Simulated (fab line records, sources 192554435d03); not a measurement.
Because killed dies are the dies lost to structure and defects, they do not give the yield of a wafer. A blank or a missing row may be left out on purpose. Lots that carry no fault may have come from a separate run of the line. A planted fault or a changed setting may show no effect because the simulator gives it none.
Which tool was responsible? | flow n5 finfet | 27 wafers sampled from 9 lots at 1 step of a route of 1938

WHAT EACH GAUGE READ, for each wafer
N5_BEOL_M4_RC_MEAS_101.
lot  | measured     | on        | DIBL_N (mV/V)
L622 | day 9 03:04  | prober-02 | 37.8 36.4 37.7
L624 | day 9 05:13  | prober-01 | 34.9 35.7 32.1
L625 | day 9 11:34  | prober-02 | 40.9 39.9 36.8
L636 | day 12 03:20 | prober-02 | 35.6 34.5 35.5
L633 | day 12 18:36 | prober-01 | 35.1 36.4 36.0
L638 | day 14 01:32 | prober-01 | 41.5 37.3 36.6
L640 | day 14 18:22 | prober-02 | 34.5 35.6 36.0
L639 | day 14 21:08 | prober-02 | 36.7 39.4 39.3
L641 | day 15 02:19 | prober-01 | 36.0 39.1 37.1

WHICH TOOL RAN EACH LOT (tool, then ch and the chambers of the sampled wafers, then the start)
The record shows no process step preceding these readings.

THE ANSWER, worked out from the rows above alone
Rule: the lots themselves supply what counts as usual. Put in order of their means at a reading, lots are off if they are a third of the lots or fewer, leave a main group of 4 or more, and stand apart from it by a gap of 3 or more times the standard deviation of the main group's means; of several such gaps the widest counts. The tables above print the reading to a certain number of digits; a main group whose means all agree to those digits is not used. A lot without any number at a reading at which 4 lots or more have one is off too. The other lots that the step has rows for count as sound.
No lot is off on any of the readings shown, so nothing can be concluded from this.

WHAT THE SIMULATOR HAD INSERTED
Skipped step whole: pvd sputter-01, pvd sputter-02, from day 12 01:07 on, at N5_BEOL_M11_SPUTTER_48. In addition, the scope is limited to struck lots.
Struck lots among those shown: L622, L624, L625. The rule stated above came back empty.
